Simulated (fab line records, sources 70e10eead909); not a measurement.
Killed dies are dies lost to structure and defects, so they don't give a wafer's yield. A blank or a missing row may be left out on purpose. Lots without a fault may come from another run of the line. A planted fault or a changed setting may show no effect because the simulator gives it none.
Chamber matching | flow nand_harc | NHARC_A_CHANNEL_HOLE_D1_ETCH_38 on rie_diel-03: 4 sister chambers
The step etches the open film in CF4, target depth 39 nm, time 65 s. 8 wafers are shown with their chamber, then 10 later ones without.

WAFERS WITH THEIR CHAMBER
wafer  | chamber | drypump_motor_current_A (A) | oes_product_au (a.u.)
L083.3 | 2       | 5.3                         | 0.997
L089.5 | 1       | 5.9                         | 0.995
L089.6 | 2       | 5.3                         | 1.008
L088.1 | 1       | 6.0                         | 0.979
L088.3 | 3       | 5.5                         | 0.980
L088.6 | 0       | 5.9                         | 0.992
L090.1 | 0       | 5.9                         | 0.991
L090.3 | 3       | 5.5                         | 0.990

WAFERS WITHOUT THEIR CHAMBER
wafer  | drypump_motor_current_A (A) | oes_product_au (a.u.)
L090.6 | 5.9                         | 0.988
L094.1 | 5.4                         | 0.992
L094.3 | 5.5                         | 0.998
L094.5 | 5.6                         | 0.977
L096.1 | 5.5                         | 0.989
L096.5 | 5.9                         | 0.988
L096.6 | 5.5                         | 0.993
L097.2 | 5.9                         | 0.979
L097.3 | 5.5                         | 0.983
L097.5 | 5.9                         | 0.982

WHICH CHAMBER EACH WENT THROUGH
wafer  | from the rows above     | in truth
L090.6 | can't be placed: 0 or 1 | 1
L094.1 | can't be placed: 3 or 2 | 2
L094.3 | 3                       | 3
L094.5 | 3                       | 3
L096.1 | 3                       | 3
L096.5 | can't be placed: 0 or 1 | 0
L096.6 | 3                       | 3
L097.2 | can't be placed: 0 or 1 | 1
L097.3 | 3                       | 3
L097.5 | can't be placed: 0 or 1 | 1
Placed correctly: 5 of 10. Can't be placed from these rows: 5 (the true chamber is among the candidates in 5). Placed wrongly: 0.
How it was worked out, from the rows above alone: a wafer's distance from a chamber is the root of the sum, over the readings, of the square of ((its reading less the chamber's mean) divided by the reading's scatter). The wafer belongs to the nearest chamber; if the next one is less than 2 further off, it can't be placed. A chamber's mean is the mean of its shown wafers. The scatter: the root of (the sum of the squares of (reading less its chamber's mean) over the shown wafers, divided by (wafers less chambers)).
